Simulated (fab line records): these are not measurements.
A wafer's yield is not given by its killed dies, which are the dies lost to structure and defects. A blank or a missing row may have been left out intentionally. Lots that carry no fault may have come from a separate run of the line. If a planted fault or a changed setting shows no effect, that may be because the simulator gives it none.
Which of the tools did it? ; flow n5Finfet ; 8 lots with 24 wafers sampled at 5 steps, on a route of 1938 steps

== WHAT THE GAUGES SHOWED, per wafer ==
N5_BEOL_M4_RC_MEAS_101.
lot;measured;on;DIBL_N (mV/V)
L753;day 9 06:27;prober-02;34.7 31.1 35.3
L754;day 9 08:56;prober-02;39.0 32.9 37.2
L756;day 9 10:58;prober-01;34.8 37.2 34.0
L764;day 11 15:32;prober-01;33.4 32.9 36.4
L766;day 12 14:50;prober-01;37.6 35.6 38.4
L770;day 13 15:20;prober-01;35.9 39.2 35.8
L772;day 14 15:19;prober-01;35.5 32.7 35.4
L773;day 14 14:02;prober-02;38.0 36.1 36.0

== WHICH TOOL RAN EACH LOT (tool, then ch and the chambers of the sampled wafers, then the start) ==
lot;N5_SDB_ETCH_17;N5_SDB_HM_OPEN_20;N5_HKMG_FIN_HK_ANNEAL_02;N5_HKMG_FIN_ETCH_54
L753;rieDiel-01 ch 0,3, day 4 16:25;rieDiel-01 ch 0,3, day 4 16:37;rtpAnneal-01 ch 0, day 4 22:03;rieDiel-01 ch 0,1,2, day 4 23:07
L754;rieDiel-03 ch 1,2,3, day 4 22:17;rieDiel-03 ch 1,2,3, day 4 22:29;rtpAnneal-01 ch 0, day 5 07:17;rieDiel-01 ch 0,1,3, day 5 08:10
L756;rieDiel-05 ch 0,1,3, day 5 08:25;rieDiel-05 ch 0,1,3, day 5 08:37;rtpAnneal-01 ch 0, day 5 13:04;rieDiel-01 ch 0,2, day 5 14:23
L764;rieDiel-01 ch 0,1,2, day 7 11:16;rieDiel-01 ch 0,1,2, day 7 11:27;rtpAnneal-01 ch 0, day 7 16:56;rieDiel-01 ch 0,2, day 7 18:13
L766;rieDiel-03 ch 0,3, day 7 20:20;rieDiel-03 ch 0,3, day 7 20:32;rtpAnneal-01 ch 0, day 8 01:30;rieDiel-01 ch 0,1, day 8 02:51
L770;rieDiel-01 ch 0,1,3, day 8 21:23;rieDiel-01 ch 0,1,3, day 8 21:35;rtpAnneal-02 ch 0, day 9 03:44;rieDiel-05 ch 0,2,3, day 9 05:10
L772;rieDiel-01 ch 0,2,3, day 9 10:56;rieDiel-01 ch 0,2,3, day 9 11:07;rtpAnneal-01 ch 0, day 9 19:38;rieDiel-05 ch 0,1,3, day 9 20:50
L773;rieDiel-03 ch 0,3, day 9 15:25;rieDiel-03 ch 0,3, day 9 15:37;rtpAnneal-02 ch 0, day 9 20:12;rieDiel-03 ch 0,1,2, day 9 21:14
- N5_SDB_ETCH_17: etches SiARC in CF4, target depth 23.4 nm, time 39 s.
- N5_SDB_HM_OPEN_20: chemistry CH3F/O2, target SiNx, stops on poly-Si, target depth 24 nm.
- N5_HKMG_FIN_HK_ANNEAL_02: time 30 s.
- N5_HKMG_FIN_ETCH_54: etches SiARC in CF4, target depth 45.5 nm, time 75.8 s.

== THE ANSWER, worked out from the rows above alone ==
Rule: usual is defined by the lots themselves. The widest of any qualifying gaps counts: lots, ordered by their means at a reading, are off when they make up no more than a third of the lots, leave a main group of 4 or more, and stand apart from it by 3 or more times the standard deviation of that group's means. A main group is skipped when, at the precision printed for the reading in the tables above, its means are all equal. A lot without any number at a reading at which 4 lots or more have one is off too. All remaining lots with rows at the step are treated as sound.
No lot is off on any of the readings shown, so nothing can be concluded from this.

== WHAT THE SIMULATOR HAD PUT IN ==
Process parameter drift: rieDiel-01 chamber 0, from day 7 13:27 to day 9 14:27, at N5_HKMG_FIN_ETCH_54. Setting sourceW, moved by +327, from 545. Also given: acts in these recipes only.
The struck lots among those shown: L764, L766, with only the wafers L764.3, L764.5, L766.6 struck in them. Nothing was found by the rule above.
